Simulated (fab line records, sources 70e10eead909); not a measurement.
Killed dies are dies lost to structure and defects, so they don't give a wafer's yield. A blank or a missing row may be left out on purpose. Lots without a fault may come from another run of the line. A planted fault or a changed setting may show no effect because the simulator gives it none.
fab line records | flow nand_harc
record lots=24 wafers=72 last_day=33
route steps=1302 shown P_ZERO_WELL@61 P_GATE@148 P_CONTACT@219
lots that met no fault: from a run of the same line without faults
start_h: hours from the record's first day to the start of the lot's first wafer shown | wait_h: hours since the lot's step before | " the same as in the row above | L1.1+2: a row that stands for several wafers | - no value, or no start given | * or withheld: withheld | < > ~ a bound
route shown NAME@n: a module of which the file shows steps, and the number in the route of the first | usual: mean/standard deviation of fault-free wafers | same: alike in all rows | chamber/n: place in a boat | sites: the reading at each site | _std_site: their standard deviation | _edge_site: outer sites' mean less inner sites' | radius_mm: how far each site lies from the wafer's centre | mask NAME#n: copy n | behind: the tool/chamber that last shaped the wafer | hold: why the lot was held/for how many hours/how that ended | device: the transistor (n, p or np) that didn't switch | end of line: the same wafers' tests at the end of the route | a step without rows: its recipe alone | killed: dies lost to structure and defects at the first sort, not the wafer's yield | map: a wafer's dies, x killed, . not, _ none there
set.NAME: the setting as run; set.NAME@STEP: as run at that earlier step | model.NAME: the simulator's own value behind a step, which no gauge read
steps of the route over a sample of lots; a table a step, a row a wafer
services: from which hour (start_h, from the record's first day; less than 0 if before it) a tool's chamber was out of use, for how many hours, and why
## steps
# step NHARC_P_ZERO_WELL_DESCUM_54
# recipe time_s=3 o2_flow_sccm=200 ar_flow_sccm=0 bias_power_w=0 chemistry=O2
# usual drypump_motor_current_A=6.0/0.34 oes_product_au=1.000/0.012 rf_vpp_V=57.9/0.8 showerhead_plenum_p_Torr=1.94/0.068 throttle_valve_pct=11.311/0.0091
# columns lot.wafer tool chamber start_h wait_h drypump_motor_current_A oes_product_au rf_hours_counter_h rf_vpp_V showerhead_plenum_p_Torr throttle_valve_pct
L074.5 rie_diel-07 0 26.09 - 5.1 1.004 - 58.8 1.94 11.300
L074.6 " 2 " " 5.7 1.017 - 57.7 1.84 11.314
L074.4 " 3 " " 5.9 1.023 - 58.9 2.03 11.318
L075.3 rie_diel-03 0 36.02 - 6.0 1.007 31 57.7 1.92 11.303
L075.4 " 1 " " 6.3 1.003 31 58.3 1.91 11.313
L075.6 " 1 " " 6.3 1.010 - 58.7 1.91 11.303
L076.2 rie_diel-07 2 46.01 - 5.6 1.008 25 57.2 1.83 11.317
L076.1 " 3 " " 5.9 1.013 33 59.3 2.02 11.320
L076.6 " 2 " " 5.6 1.004 - 58.1 1.83 11.324
L077.3 rie_diel-01 0 55.97 - 5.7 0.990 5 57.8 1.95 11.315
L077.5 " 1 " " 6.5 1.020 - 57.8 1.90 11.315
L077.6 " 2 " " 6.0 1.000 - 56.8 1.88 11.303
L078.4 rie_diel-01 0 65.86 - 5.6 0.985 8 57.7 1.95 11.314
L078.3 " 1 " " 6.5 1.016 8 57.3 1.90 11.301
L078.5 " 0 " " 5.6 0.995 - 58.6 1.95 11.320
L079.2 rie_diel-03 3 75.87 - 6.2 0.984 43 57.6 2.03 11.303
L079.5 " 0 " " 6.1 0.986 - 57.9 1.92 11.301
L079.4 " 2 " " 6.0 1.002 - 58.0 2.06 11.306
L080.1 rie_diel-07 3 85.79 - 5.8 1.003 47 58.1 2.02 11.305
L080.2 " 1 " " 6.0 0.992 27 57.0 1.93 11.302
L080.3 " 2 " " 5.7 0.997 32 58.8 1.83 11.309
L081.1 rie_diel-03 3 95.83 - 6.2 0.998 49 57.7 2.02 11.304
L081.3 " 1 " " 6.3 0.994 44 57.7 1.91 11.298
L081.5 " 0 " " 6.1 0.998 - 57.9 1.92 11.325
L082.4 rie_diel-07 1 105.93 - 6.0 0.991 40 57.4 1.93 11.291
L082.3 " 2 " " 5.7 1.005 44 57.5 1.83 11.291
L082.5 " 2 " " 5.7 1.002 - 57.3 1.83 11.316
L083.3 rie_diel-07 1 115.79 - 6.0 0.998 42 57.7 1.93 11.307
L083.4 " 1 " " 6.0 0.998 - 56.3 1.93 11.324
L083.6 " 2 " " 5.7 0.991 - 56.6 1.83 11.316
L084.4 rie_diel-03 0 125.55 - 6.0 1.005 3 57.3 1.92 11.317
L084.2 " 2 " " 6.1 1.018 5 57.8 2.06 11.312
L084.6 " 0 " " 6.1 1.003 - 57.1 1.92 11.328
L085.2 rie_diel-03 2 135.84 - 6.0 1.006 6 58.2 2.06 11.311
L085.5 " 1 " " 6.3 0.976 - 58.8 1.90 11.333
L085.6 " 2 " " 6.0 1.007 - 57.4 2.06 11.312
L086.2 rie_diel-07 3 145.82 - 5.9 0.998 7 59.2 2.01 11.311
L086.1 " 0 " " 5.1 0.974 8 59.9 1.92 11.299
L086.4 " 1 " " 6.0 0.968 6 56.7 1.93 11.311
L087.3 rie_diel-01 1 155.94 - 6.5 1.022 37 58.0 1.89 11.319
L087.6 " 0 " " 5.7 1.000 - 56.8 1.94 11.320
L087.5 " 1 " " 6.5 1.018 - 57.5 1.89 11.314
L088.3 rie_diel-01 2 165.95 - 6.0 0.992 39 58.0 1.87 11.312
L088.4 " 0 " " 5.7 0.987 37 57.6 1.94 11.303
L088.5 " 2 " " 6.0 1.000 - 57.6 1.87 11.313
L089.1 rie_diel-03 3 175.95 - 6.2 1.000 16 58.4 2.02 11.324
L089.3 " 2 " " 6.0 1.028 20 57.9 2.05 11.304
L089.5 " 3 " " 6.2 1.002 - 58.6 2.02 11.321
L090.4 rie_diel-03 2 185.94 - 6.0 1.024 21 57.1 2.05 11.293
L090.3 " 0 " " 6.1 0.998 20 58.5 1.91 11.297
L090.6 " 2 " " 6.1 1.015 - 57.4 2.05 11.297
L091.4 rie_diel-03 3 196.31 - 6.2 0.995 21 59.1 2.01 11.303
L091.2 " 1 " " 6.3 0.980 29 57.9 1.90 11.297
L091.1 " 2 " " 6.0 1.013 25 57.9 2.05 11.313
L092.3 rie_diel-07 3 206.21 - 5.8 0.985 27 58.3 2.01 11.314
L092.1 " 2 " " 5.7 0.999 26 57.3 1.82 11.314
L092.5 " 3 " " 5.8 1.000 - 57.8 2.01 11.315
L093.4 rie_diel-03 0 219.43 - 6.0 0.999 34 59.0 1.91 11.312
L093.5 " 0 " " 6.0 0.999 - 58.1 1.91 11.308
L093.6 " 1 " " 6.3 0.992 - 57.7 1.89 11.315
L094.3 rie_diel-01 3 226.00 - 6.5 1.000 5 59.1 1.94 11.328
L094.2 " 0 " " 5.7 0.993 7 57.1 1.93 11.315
L094.1 " 1 " " 6.5 1.014 7 57.0 1.88 11.298
L095.4 rie_diel-03 2 240.08 - 6.0 1.022 40 57.6 2.05 11.319
L095.1 " 3 " " 6.2 1.003 38 60.3 2.01 11.304
L095.6 " 2 " " 6.0 1.021 - 58.1 2.05 11.300
L096.2 rie_diel-03 3 246.05 - 6.2 0.984 39 58.2 2.01 11.309
L096.6 " 1 " " 6.3 0.972 - 56.8 1.89 11.315
L096.5 " 2 " " 6.0 1.014 - 57.4 2.04 11.322
L097.2 rie_diel-03 2 255.84 - 6.1 1.004 43 60.0 2.04 11.296
L097.3 " 3 " " 6.2 1.000 41 58.5 2.01 11.317
L097.5 " 1 " " 6.3 0.987 - 58.5 1.89 11.300
# step NHARC_P_GATE_ETCH_114
# recipe target_depth_a=300 overetch_a=30 time_s=16.5 ion_energy_ev=100 cf4_flow_sccm=80 o2_flow_sccm=20 ar_flow_sccm=0 rf_w=300 bias_w=100 chemistry=CF4/O2
# usual drypump_motor_current_A=5.6/0.42 oes_product_au=0.998/0.011 rf_vpp_V=198.0/1.2 showerhead_plenum_p_Torr=1.34/0.048 throttle_valve_pct=13.397/0.0087
# columns lot.wafer tool chamber start_h wait_h drypump_motor_current_A oes_product_au rf_hours_counter_h rf_vpp_V showerhead_plenum_p_Torr throttle_valve_pct
L074.4 rie_diel-09 2 - - 4.8 0.995 5.5 196.7 1.32 13.397
L074.6 " 1 " " 5.8 0.991 - 199.7 1.41 13.391
L074.5 " 2 " " 4.8 0.994 - 197.5 1.32 13.387
L075.3 rie_diel-02 3 - - 5.2 0.987 3.2 198.1 1.39 13.392
L075.4 " 0 " " 5.5 1.008 2.7 200.0 1.41 13.394
L075.6 " 3 " " 5.2 0.994 - 199.3 1.39 13.401
L076.2 rie_diel-04 1 - - 6.2 1.001 8.5 196.9 1.30 13.403
L076.1 " 2 " " 5.7 0.993 8.1 196.2 1.26 13.393
L076.6 " 0 " " 5.8 1.011 - 197.8 1.34 13.390
L077.3 rie_diel-02 0 - - 5.5 0.986 4.1 200.2 1.41 13.394
L077.5 " 1 " " 6.4 0.996 - 196.9 1.32 13.397
L077.6 " 2 " " 5.4 0.993 - 198.3 1.38 13.398
L078.4 rie_diel-02 2 - - 5.5 0.991 5.0 199.6 1.38 13.391
L078.3 " 0 " " 5.5 0.988 4.5 200.1 1.41 13.407
L078.5 " 2 " " 5.4 0.999 - 200.3 1.38 13.399
L079.4 rie_diel-09 0 - - 5.8 1.004 9.2 196.9 1.30 13.401
L079.2 " 2 " " 4.8 0.989 7.8 197.6 1.32 13.393
L079.5 " 0 " " 5.8 1.010 - 197.3 1.30 13.400
L080.2 rie_diel-09 0 - - 5.8 0.993 0.0 196.0 1.30 13.402
L080.1 " 1 " " 5.8 0.971 0.0 199.9 1.41 13.416
L080.3 " 2 " " 4.7 0.992 0.1 198.0 1.32 13.397
L081.1 rie_diel-02 0 - - 5.5 0.982 5.8 199.0 1.41 13.409
L081.3 " 1 " " 6.3 0.998 5.8 196.3 1.32 13.395
L081.5 " 3 " " 5.1 0.982 - 200.0 1.39 13.383
L082.4 rie_diel-09 0 - - 5.7 0.987 0.9 198.6 1.30 13.396
L082.3 " 2 " " 4.8 0.990 0.7 197.5 1.32 13.391
L082.5 " 0 " " 5.8 0.974 - 196.5 1.29 13.407
L083.4 rie_diel-02 1 - - 6.3 0.985 7.2 196.4 1.32 13.391
L083.3 " 3 " " 5.2 0.986 7.8 198.6 1.39 13.404
L083.6 " 1 " " 6.4 0.983 - 197.7 1.32 13.416
L084.4 rie_diel-04 3 - - 5.4 1.017 0.4 197.8 1.35 13.385
L084.2 " 1 " " 6.2 1.005 0.5 198.6 1.30 13.386
L084.6 " 0 " " 5.8 1.023 - 197.5 1.34 13.388
L085.2 rie_diel-02 1 - - 6.4 1.000 7.5 198.1 1.32 13.406
L085.5 " 2 " " 5.4 0.997 - 198.0 1.37 13.385
L085.6 " 3 " " 5.1 0.992 - 199.3 1.39 13.399
L086.4 rie_diel-02 1 - - 6.3 0.991 7.6 197.3 1.32 13.398
L086.1 " 2 " " 5.4 0.996 7.8 198.8 1.37 13.398
L086.2 " 0 " " 5.5 0.992 8.0 199.4 1.41 13.398
L087.3 rie_diel-04 2 - - 5.7 1.000 2.9 197.5 1.26 13.392
L087.5 " 3 " " 5.4 1.007 - 198.1 1.35 13.408
L087.6 " 0 " " 5.8 0.998 - 199.3 1.34 13.397
L088.3 rie_diel-04 1 - - 6.2 0.998 5.1 196.0 1.30 13.397
L088.4 " 3 " " 5.4 1.011 3.8 198.7 1.35 13.389
L088.5 " 1 " " 6.2 0.986 - 196.0 1.30 13.393
L089.3 rie_diel-09 0 - - 5.8 0.978 5.4 197.5 1.29 13.390
L089.1 " 2 " " 4.8 0.996 4.5 197.7 1.32 13.410
L089.5 " 0 " " 5.8 0.976 - 196.9 1.29 13.399
L090.3 rie_diel-02 3 - - 5.2 1.005 2.7 199.2 1.39 13.402
L090.4 " 1 " " 6.3 1.001 2.1 197.2 1.32 13.410
L090.6 " 2 " " 5.4 0.982 - 198.4 1.37 13.404
L091.1 rie_diel-04 0 - - 5.8 1.018 5.0 198.3 1.34 13.388
L091.4 " 1 " " 6.2 1.009 5.8 197.2 1.30 13.386
L091.2 " 3 " " 5.3 1.020 4.4 197.1 1.35 13.399
L092.3 rie_diel-04 0 - - 5.8 1.007 5.2 198.2 1.34 13.396
L092.1 " 3 " " 5.4 1.012 4.6 197.9 1.35 13.407
L092.5 " 0 " " 5.8 1.018 - 198.0 1.34 13.394
L093.4 rie_diel-02 3 - - 5.1 1.006 4.4 200.1 1.39 13.407
L093.6 " 3 " " 5.1 1.008 - 196.7 1.39 13.393
L093.5 " 0 " " 5.6 1.002 - 200.3 1.41 13.408
L094.3 rie_diel-04 3 - - 5.4 1.016 6.3 198.2 1.35 13.388
L094.1 " 0 " " 5.8 1.009 6.5 197.3 1.34 13.413
L094.2 " 2 " " 5.7 0.987 6.8 195.0 1.26 13.386
L095.1 rie_diel-09 3 - - 5.1 0.989 8.3 198.0 1.28 13.395
L095.4 " 0 " " 5.8 0.997 8.9 197.3 1.29 13.387
L095.6 " 3 " " 5.1 0.994 - 196.7 1.28 13.409
L096.2 rie_diel-04 0 - - 5.8 1.004 6.9 198.7 1.34 13.402
L096.5 " 0 " " 5.8 1.003 - 197.3 1.34 13.388
L096.6 " 1 " " 6.2 0.992 - 196.6 1.30 13.383
L097.3 rie_diel-02 1 - - 6.3 1.003 5.3 197.6 1.32 13.377
L097.2 " 3 " " 5.2 1.003 6.0 198.5 1.39 13.391
L097.5 " 1 " " 6.4 0.995 - 197.6 1.32 13.386
# step NHARC_P_GATE_STRIP_76
# recipe power_w=1500 temp_c=250 chemistry=O2
# usual drypump_motor_current_A=5.6/0.38 heater_power_w=352/9.9 rf_refl_power_W=25/3.3
# columns lot.wafer tool chamber start_h wait_h drypump_motor_current_A heater_power_w rf_hours_counter_h rf_refl_power_W
L074.4 plasma_asher-01 1 112.11 0.2 5.5 344 - 22
L074.5 " 1 " " 5.5 331 - 20
L074.6 " 0 " " 5.0 367 - 30
L075.3 plasma_asher-01 0 119.21 0.2 5.0 369 - 30
L075.4 " 1 " " 5.5 337 - 21
L075.6 " 0 " " 5.0 378 - 30
L076.2 plasma_asher-02 1 135.82 0.2 6.1 356 10 24
L076.1 " 0 " " 5.8 353 10 25
L076.6 " 1 " " 6.1 357 - 25
L077.3 plasma_asher-01 1 140.25 0.1 5.5 339 - 21
L077.5 " 0 " " 5.1 372 - 30
L077.6 " 1 " " 5.5 341 - 21
L078.3 plasma_asher-01 0 156.95 0.2 5.0 375 - 31
L078.4 " 1 " " 5.5 335 - 21
L078.5 " 1 " " 5.5 348 - 21
L079.2 plasma_asher-01 1 157.35 0.2 5.5 342 34 21
L079.4 " 1 " " 5.5 336 - 21
L079.5 " 0 " " 5.0 378 - 30
L080.1 plasma_asher-02 1 167.04 0.2 6.1 352 18 24
L080.2 " 0 " " 5.8 353 18 25
L080.3 " 0 " " 5.8 351 - 26
L081.1 plasma_asher-01 1 177.66 0.2 5.5 348 1 21
L081.3 " 0 " " 5.0 352 - 30
L081.5 " 1 " " 5.5 348 - 21
L082.3 plasma_asher-02 1 191.76 0.2 6.1 357 - 24
L082.4 " 0 " " 5.8 344 - 25
L082.5 " 0 " " 5.8 352 - 25
L083.4 plasma_asher-01 1 205.88 0.2 5.5 352 - 21
L083.3 " 0 " " 5.0 352 - 31
L083.6 " 1 " " 5.5 354 - 20
L084.2 plasma_asher-02 1 211.03 0.2 6.1 349 27 24
L084.4 " 1 " " 6.1 349 - 24
L084.6 " 0 " " 5.8 357 - 26
L085.2 plasma_asher-02 0 217.42 0.2 5.8 361 29 25
L085.6 " 1 " " 6.0 357 - 24
L085.5 " 0 " " 5.8 358 - 25
L086.1 plasma_asher-01 0 229.37 0.2 5.0 350 6 29
L086.2 " 1 " " 5.5 348 6 21
L086.4 " 0 " " 5.0 351 - 31
L087.3 plasma_asher-02 1 239.84 0.2 6.0 363 - 25
L087.5 " 1 " " 6.0 357 - 24
L087.6 " 0 " " 5.8 362 - 25
L088.3 plasma_asher-01 0 259.85 0.2 5.0 349 - 29
L088.4 " 1 " " 5.5 348 - 21
L088.5 " 1 " " 5.5 344 - 20
L089.1 plasma_asher-01 1 262.51 0.2 5.5 352 12 21
L089.3 " 0 " " 5.0 346 - 30
L089.5 " 1 " " 5.5 348 - 21
L090.3 plasma_asher-02 1 268.40 0.2 6.1 357 - 24
L090.4 " 0 " " 5.8 347 - 25
L090.6 " 1 " " 6.1 354 - 24
L091.2 plasma_asher-02 0 278.19 0.2 5.8 355 6 26
L091.1 " 1 " " 6.0 369 6 24
L091.4 " 0 " " 5.8 352 - 26
L092.1 plasma_asher-01 1 288.22 0.2 5.5 342 18 21
L092.3 " 0 " " 5.0 343 - 30
L092.5 " 1 " " 5.5 352 - 21
L093.4 plasma_asher-01 1 307.27 0.2 5.5 342 - 21
L093.6 " 1 " " 5.5 336 - 21
L093.5 " 0 " " 5.0 347 - 29
L094.1 plasma_asher-02 0 311.68 0.2 5.8 352 12 26
L094.2 " 1 " " 6.1 355 12 24
L094.3 " 0 " " 5.8 340 - 26
L095.1 plasma_asher-02 1 325.71 0.2 6.1 358 14 24
L095.4 " 0 " " 5.8 341 - 26
L095.6 " 1 " " 6.0 355 - 24
L096.2 plasma_asher-02 1 333.98 0.2 6.1 357 15 24
L096.5 " 1 " " 6.1 357 - 24
L096.6 " 0 " " 5.7 343 - 25
L097.2 plasma_asher-02 1 337.80 0.2 6.1 359 16 24
L097.3 " 1 " " 6.1 355 - 24
L097.5 " 1 " " 6.1 356 - 24
# step NHARC_P_GATE_RTA_64
# recipe temp_c=1050 time_s=1
# usual lamp_power_pct=32/3.2 lamp_zone_2_pct=32/3.2 lamp_zone_4_pct=32/3.2 wafer_temp_C_max=1054.0/0.93
# columns lot.wafer tool chamber start_h wait_h lamp_power_pct lamp_zone_2_pct lamp_zone_4_pct wafer_temp_C_max
L074.4 rtp_anneal-01 0 114.89 - 29 29 29 1054.0
L074.5 " 0 " " 29 29 29 1054.0
L074.6 " 0 " " 29 29 29 1054.8
L075.3 rtp_anneal-02 0 121.97 - 36 36 36 1052.7
L075.4 " 0 " " 36 36 36 1052.8
L075.6 " 0 " " 36 36 36 1055.2
L076.1 rtp_anneal-02 0 138.42 - 36 36 36 1053.2
L076.2 " 0 " " 36 36 36 1053.0
L076.6 " 0 " " 36 36 36 1052.7
L077.3 rtp_anneal-02 0 142.88 - 36 36 36 1052.9
L077.5 " 0 " " 36 36 36 1055.2
L077.6 " 0 " " 36 36 36 1053.6
L078.3 rtp_anneal-01 0 159.70 - 29 29 29 1053.6
L078.4 " 0 " " 29 29 29 1054.2
L078.5 " 0 " " 29 29 29 1053.9
L079.2 rtp_anneal-02 0 160.07 - 36 36 36 1053.7
L079.4 " 0 " " 36 36 36 1054.4
L079.5 " 0 " " 36 36 36 1053.4
L080.1 rtp_anneal-01 0 169.64 - 29 29 29 1053.3
L080.2 " 0 " " 29 29 29 1054.3
L080.3 " 0 " " 29 29 29 1054.5
L081.1 rtp_anneal-01 0 180.24 - 29 29 29 1054.3
L081.3 " 0 " " 29 29 29 1056.5
L081.5 " 0 " " 29 29 29 1055.3
L082.3 rtp_anneal-01 0 194.51 - 29 29 29 1055.1
L082.4 " 0 " " 29 29 29 1054.8
L082.5 " 0 " " 29 29 29 1054.1
L083.3 rtp_anneal-01 0 208.72 - 29 29 29 1055.4
L083.4 " 0 " " 29 29 29 1055.7
L083.6 " 0 " " 29 29 29 1053.8
L084.2 rtp_anneal-02 0 213.69 - 36 36 36 1054.0
L084.4 " 0 " " 36 36 36 1052.9
L084.6 " 0 " " 36 36 36 1054.5
L085.2 rtp_anneal-02 0 220.54 - 36 36 36 1054.1
L085.5 " 0 " " 36 36 36 1054.0
L085.6 " 0 " " 36 36 36 1053.2
L086.1 rtp_anneal-01 0 231.98 - 29 29 29 1053.8
L086.2 " 0 " " 29 29 29 1054.2
L086.4 " 0 " " 29 29 29 1053.9
L087.3 rtp_anneal-01 0 242.60 - 29 29 29 1053.4
L087.5 " 0 " " 29 29 29 1054.1
L087.6 " 0 " " 29 29 29 1054.6
L088.3 rtp_anneal-02 0 262.63 - 36 36 36 1056.5
L088.4 " 0 " " 36 36 36 1054.4
L088.5 " 0 " " 36 36 36 1054.3
L089.1 rtp_anneal-01 0 265.26 - 29 29 29 1054.2
L089.3 " 0 " " 29 29 29 1055.4
L089.5 " 0 " " 29 29 29 1055.9
L090.3 rtp_anneal-02 0 271.18 - 36 36 36 1053.7
L090.4 " 0 " " 36 36 36 1053.5
L090.6 " 0 " " 36 36 36 1055.2
L091.1 rtp_anneal-02 0 280.92 - 36 36 36 1053.4
L091.2 " 0 " " 36 36 36 1053.4
L091.4 " 0 " " 36 36 36 1054.0
L092.1 rtp_anneal-02 0 290.96 - 36 36 36 1052.8
L092.3 " 0 " " 36 36 36 1053.5
L092.5 " 0 " " 36 36 36 1052.2
L093.4 rtp_anneal-01 0 309.95 - 29 29 29 1055.0
L093.5 " 0 " " 29 29 29 1054.7
L093.6 " 0 " " 29 30 29 1054.1
L094.1 rtp_anneal-01 0 314.41 - 29 29 29 1054.3
L094.2 " 0 " " 29 29 29 1053.9
L094.3 " 0 " " 29 29 29 1054.1
L095.1 rtp_anneal-01 0 328.38 - 29 29 29 1055.7
L095.4 " 0 " " 29 29 29 1054.0
L095.6 " 0 " " 29 29 29 1053.6
L096.2 rtp_anneal-01 0 336.86 - 29 29 29 1053.2
L096.5 " 0 " " 29 29 29 1055.6
L096.6 " 0 " " 29 29 29 1054.3
L097.2 rtp_anneal-02 0 340.55 - 36 36 36 1053.1
L097.3 " 0 " " 36 36 36 1053.7
L097.5 " 0 " " 36 36 36 1054.5
# step NHARC_P_CONTACT_CMP_01
# recipe target_thk_nm=200 material=SiO2
# usual motor_current_A=12.6/1.3
# columns lot.wafer tool chamber start_h wait_h motor_current_A
L074.4 cmp-03 0 116.89 - 11.4
L074.6 " 2 " " 15.5
L074.5 " 3 " " 12.5
L075.3 cmp-04 3 123.95 - 12.1
L075.4 " 0 " " 14.1
L075.6 " 3 " " 11.7
L076.1 cmp-02 0 140.46 - 11.9
L076.2 " 1 " " 12.8
L076.6 " 0 " " 11.4
L077.3 cmp-02 1 144.86 - 13.3
L077.5 " 1 " " 13.2
L077.6 " 2 " " 13.8
L078.3 cmp-04 3 161.79 - 12.2
L078.4 " 2 " " 13.8
L078.5 " 0 " " 13.0
L079.4 cmp-04 0 162.09 - 13.5
L079.2 " 3 " " 12.2
L079.5 " 0 " " 13.7
L080.3 cmp-04 1 171.71 - 11.6
L080.2 " 3 " " 11.9
L080.1 " 0 " " 14.3
L081.1 cmp-04 2 182.31 - 14.3
L081.3 " 0 " " 13.9
L081.5 " 2 " " 13.8
L082.3 cmp-04 3 196.84 0.4 12.4
L082.4 " 2 " " 13.9
L082.5 " 0 " " 13.0
L083.3 cmp-03 3 210.74 - 12.9
L083.4 " 0 " " 11.7
L083.6 " 2 " " 13.9
L084.4 cmp-04 2 215.73 - 13.6
L084.2 " 0 " " 13.8
L084.6 " 2 " " 13.7
L085.2 cmp-02 1 222.67 - 13.4
L085.6 " 1 " " 13.8
L085.5 " 2 " " 13.1
L086.2 cmp-03 3 234.02 - 12.2
L086.4 " 0 " " 11.2
L086.1 " 2 " " 14.5
L087.3 cmp-02 1 244.65 - 13.2
L087.5 " 3 " " 11.3
L087.6 " 0 " " 12.2
L088.4 cmp-04 3 264.68 - 12.6
L088.3 " 0 " " 13.7
L088.5 " 2 " " 13.4
L089.1 cmp-04 0 267.30 - 13.6
L089.3 " 2 " " 13.4
L089.5 " 0 " " 13.9
L090.4 cmp-02 0 273.17 - 12.0
L090.3 " 3 " " 10.5
L090.6 " 1 " " 12.7
L091.4 cmp-03 2 282.97 - 14.9
L091.1 " 3 " " 13.0
L091.2 " 0 " " 11.8
L092.1 cmp-02 0 293.01 - 11.7
L092.3 " 1 " " 13.0
L092.5 " 0 " " 11.7
L093.4 cmp-02 3 311.94 - 11.0
L093.6 " 1 " " 13.6
L093.5 " 2 " " 13.6
L094.1 cmp-03 1 316.63 - 11.5
L094.2 " 3 " " 12.5
L094.3 " 0 " " 11.6
L095.1 cmp-03 1 330.43 - 11.4
L095.4 " 2 " " 14.1
L095.6 " 1 " " 11.2
L096.2 cmp-03 0 339.05 - 12.0
L096.5 " 0 " " 11.6
L096.6 " 1 " " 12.0
L097.2 cmp-04 0 342.61 - 14.5
L097.3 " 1 " " 11.1
L097.5 " 2 " " 14.4
# step NHARC_P_CONTACT_OVL_MEAS_13
# usual overlay_x_nm=0.1/0.86 overlay_y_nm=-0.2/0.81
# columns lot.wafer tool chamber start_h wait_h overlay_x_nm overlay_y_nm
L074.4 overlay-02 - 117.77 - 0.9 0.5
L074.5 " - " " 1.0 0.9
L074.6 " - " " 0.7 0.7
L075.3 overlay-01 - 124.86 - 0.4 0.8
L075.4 " - " " 0.8 0.8
L075.6 " - " " 0.5 1.2
L076.1 overlay-01 - 141.25 - 0.4 -0.8
L076.2 " - " " 0.6 -1.0
L076.6 " - " " 0.6 -0.8
L077.3 overlay-01 - 145.78 - 0.9 0.5
L077.5 " - " " 0.8 0.5
L077.6 " - " " 0.5 0.3
L078.3 overlay-01 - 162.70 - -0.1 -0.9
L078.4 " - " " 0.5 -1.0
L078.5 " - " " 0.1 -1.3
L079.2 overlay-01 - 163.02 - 1.9 -0.9
L079.4 " - " " 1.1 -0.8
L079.5 " - " " 1.6 -1.0
L080.1 overlay-02 - 172.62 - -0.6 -1.0
L080.2 " - " " -0.9 -0.9
L080.3 " - " " -0.6 -0.9
L081.1 overlay-02 - 183.21 - -0.7 -0.5
L081.3 " - " " -1.6 -0.7
L081.5 " - " " -1.1 -0.7
L082.3 overlay-02 - 197.63 - 0.6 0.3
L082.4 " - " " 0.2 -0.2
L082.5 " - " " 0.3 0.2
L083.3 overlay-01 - 211.61 - 0.4 0.4
L083.4 " - " " 0.0 0.7
L083.6 " - " " 0.1 1.3
L084.2 overlay-02 - 216.52 - 1.3 -0.3
L084.4 " - " " 1.0 -0.8
L084.6 " - " " 0.8 -0.1
L085.2 overlay-02 - 223.59 - 0.2 -1.0
L085.5 " - " " 0.4 -0.6
L085.6 " - " " 0.5 -0.6
L086.1 overlay-02 - 234.93 - -1.2 -1.3
L086.2 " - " " -0.4 -1.4
L086.4 " - " " -0.6 -1.4
L087.3 overlay-01 - 245.39 - 0.2 -0.3
L087.5 " - " " 0.5 -0.2
L087.6 " - " " -0.1 0.5
L088.3 overlay-02 - 265.43 - -0.3 0.6
L088.4 " - " " -0.8 0.7
L088.5 " - " " -0.1 0.3
L089.1 overlay-02 - 268.08 - 0.9 -0.3
L089.3 " - " " 1.3 -0.4
L089.5 " - " " 1.3 -0.7
L090.3 overlay-01 - 273.96 - 0.9 0.8
L090.4 " - " " 0.7 0.7
L090.6 " - " " 1.0 0.9
L091.1 overlay-01 - 283.86 - 1.5 -1.2
L091.2 " - " " 0.9 -1.8
L091.4 " - " " 1.1 -1.9
L092.1 overlay-01 - 293.90 - -0.1 1.5
L092.3 " - " " 0.4 0.9
L092.5 " - " " -0.1 1.2
L093.4 overlay-01 - 312.69 - 0.0 -0.8
L093.5 " - " " -0.3 -0.5
L093.6 " - " " 0.2 -0.8
L094.1 overlay-01 - 317.55 - -0.1 0.6
L094.2 " - " " -0.5 1.3
L094.3 " - " " -0.6 0.6
L095.1 overlay-02 - 331.35 - -0.6 -0.4
L095.4 " - " " -0.5 -0.7
L095.6 " - " " -0.5 -0.3
L096.2 overlay-02 - 339.97 - 0.1 -0.1
L096.5 " - " " -0.7 0.1
L096.6 " - " " 0.2 0.3
L097.2 overlay-02 - 343.48 - -1.9 0.0
L097.3 " - " " -2.2 0.3
L097.5 " - " " -2.1 0.6
## services
# columns tool chamber start_h hours kind
rie_diel-03 1 3.53 13.3 repair
rtp_anneal-02 - 12.00 12.0 pm
cmp-04 - 14.85 4.0 pm
rie_diel-02 - 39.70 9.0 pm
rie_diel-03 1 49.40 4.5 repair
rie_diel-03 0 66.51 2.2 repair
rie_diel-03 1 68.50 9.6 repair
plasma_asher-02 - 72.00 9.0 pm
cmp-04 - 86.95 0.7 repair
plasma_asher-01 - 107.29 3.2 repair
cmp-04 - 112.85 4.0 pm
rie_diel-03 2 138.41 1.8 repair
plasma_asher-01 - 165.00 9.0 pm
rie_diel-02 2 175.33 5.0 repair
cmp-04 - 185.80 0.6 repair
plasma_asher-01 - 208.77 18.5 repair
cmp-04 - 210.85 4.0 pm
rie_diel-02 - 216.70 9.0 pm
rie_diel-03 0 225.56 13.9 repair
plasma_asher-01 - 248.91 2.0 repair
plasma_asher-02 - 249.00 9.0 pm
rie_diel-03 - 281.38 9.0 pm
rie_diel-03 - 305.25 2.1 repair
plasma_asher-01 - 342.04 9.0 pm
## key
fault none
